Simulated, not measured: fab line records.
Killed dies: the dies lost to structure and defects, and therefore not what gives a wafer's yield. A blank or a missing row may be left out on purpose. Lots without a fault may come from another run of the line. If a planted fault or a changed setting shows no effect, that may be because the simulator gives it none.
Problem report, 8D (eight disciplines) form, completed by code || flow n5_finfet || the parts of the form that need people (team, actions taken, sign-off) are left out

== 1. THE PROBLEM ==
spin_speed_rpm at N5_MOL_CONTACT_COAG_COAT_63 reads a mean of 1362.4 rpm on 6 wafers of 2 lots; wafers without a fault read 1500.1 rpm with a standard deviation of 0.98. That is -99 or more standard deviations from the usual mean.
The step: time 60 s, resist thk 10 nm.
The first sign was on wafer L474.1 at day 8 13:19, on litho_track-05. Wafers with a number at this step in the record: 12, from 4 lots. Rule for "out", or "out of limits": more than 4 standard deviations from the usual mean. All remaining wafers that have a number are taken as sound.

== 2. WHAT THIS IS AND IS NOT ==
{"question": "which readings at this step", "is": "spin_speed_rpm", "is not": "-"}
{"question": "which lots", "is": "L474, L478", "is not": "L470, L483"}
{"question": "which wafers of those lots", "is": "all that have a number", "is not": "-"}
{"question": "read on which tools", "is": "litho_track-05", "is not": "litho_track-02"}
{"question": "when", "is": "from day 8 13:19", "is not": "up to then (3 sound wafers); but 3 sound wafers of L483 came after"}

== 3. WHAT RULES OUT EACH SUSPECT ==
Counting: a tool at any process step up to the reading remains a suspect when it ran all the lots that are out and ran no sound lot after the first of those.
- litho_track-05 at N5_MOL_CONTACT_COAG_COAT_63 (time 60 s, resist thk 10 nm): kept. It processed each lot that is out, first L474 at day 8 13:19, and no sound lot thereafter; up to then, the last sound lot it processed was L470 at day 7 12:43. Out on those wafers are its own readings of spin_speed_rpm.
After counting, what remains is litho_track-05 at N5_MOL_CONTACT_COAG_COAT_63.

== 4. THE CAUSE (what the simulator had put in) ==
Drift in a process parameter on litho_track-05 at N5_MOL_CONTACT_COAG_COAT_63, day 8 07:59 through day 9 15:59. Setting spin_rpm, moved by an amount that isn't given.
Counting left only this tool.

== 5. THE EFFECT CHAIN, in route order ==
Each row: a reading whose mean over the struck wafers that have a number lies more than 3 standard deviations from the usual. Only readings whose record carries a usual standard deviation are examined. hours: median over the lots of the time between each lot's start at the first step of this table that gives one and its start at this step. sigmas: the change, counted in usual standard deviations.
{"hours": 0, "step": "N5_MOL_CONTACT_COAG_COAT_63", "reading": "spin_speed_rpm", "usual": "1500.1 rpm", "on struck wafers": 1362.4, "change": -137.7, "sigmas": "-99 or more"}
Process steps it contains:
- N5_MOL_CONTACT_COAG_COAT_63: time 60 s, resist thk 10 nm.
At these later measuring or inspecting steps, every struck wafer for which the step has a row has a number for every such reading, and none has moved that far: N5_BEOL_M4_RC_MEAS_101.

== 6. WHAT WOULD HAVE CAUGHT IT SOONER ==
The fault began at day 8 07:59; the first out-of-limits reading in this record came at day 8 13:19, 5 hours later.
